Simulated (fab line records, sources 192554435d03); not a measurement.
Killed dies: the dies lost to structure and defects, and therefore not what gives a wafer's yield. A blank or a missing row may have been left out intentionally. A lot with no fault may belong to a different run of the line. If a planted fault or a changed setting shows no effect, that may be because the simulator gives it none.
Chamber matching | flow n5Finfet | 3 sister chambers for N5_BEOL_M9_DEP_56 on pecvd-03
The step deposits SiCN from 3MS/NH3, target thk 15 nm, time 26.5 s. 3 wafers are shown with their chamber, then 11 later ones without.

WAFERS PAIRED WITH THEIR CHAMBERS
wafer  | chamber | showerheadPlenumPTorr (Torr)
L088.5 | 2       | 3.660
L088.6 | 1       | 3.681
L089.1 | 0       | 3.637

WAFERS WITHOUT THEIR CHAMBER
wafer  | showerheadPlenumPTorr (Torr)
L089.5 | 3.646
L089.6 | 3.681
L093.1 | 3.658
L093.2 | 3.682
L093.3 | 3.641
L093.4 | 3.683
L093.5 | 3.658
L093.6 | 3.646
L097.1 | 3.679
L097.4 | 3.643
L097.5 | 3.678

WHICH CHAMBER EACH WENT THROUGH
wafer  | from the rows above     | in truth
L089.5 | can't be placed: 0 or 2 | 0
L089.6 | 1                       | 1
L093.1 | 2                       | 2
L093.2 | 1                       | 1
L093.3 | 0                       | 0
L093.4 | 1                       | 1
L093.5 | 2                       | 2
L093.6 | can't be placed: 0 or 2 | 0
L097.1 | 1                       | 1
L097.4 | 0                       | 0
L097.5 | 1                       | 1
9 of 11 placed correctly. Can't be placed from these rows: 2 (the true chamber is among the candidates in 2). 0 placed wrongly.
How it was worked out, from the rows above alone: a wafer's distance from a chamber is the root of the sum, over the readings, of the square of ((its reading less the chamber's mean) divided by the reading's scatter). If the next closest chamber is less than 2 further off than the closest, the wafer can't be placed; otherwise it belongs to the closest. A chamber's mean is the mean of its shown wafers. The scatter: with one shown wafer a chamber, the root of the mean of the squares of how far each hidden wafer lies from its nearest shown one.
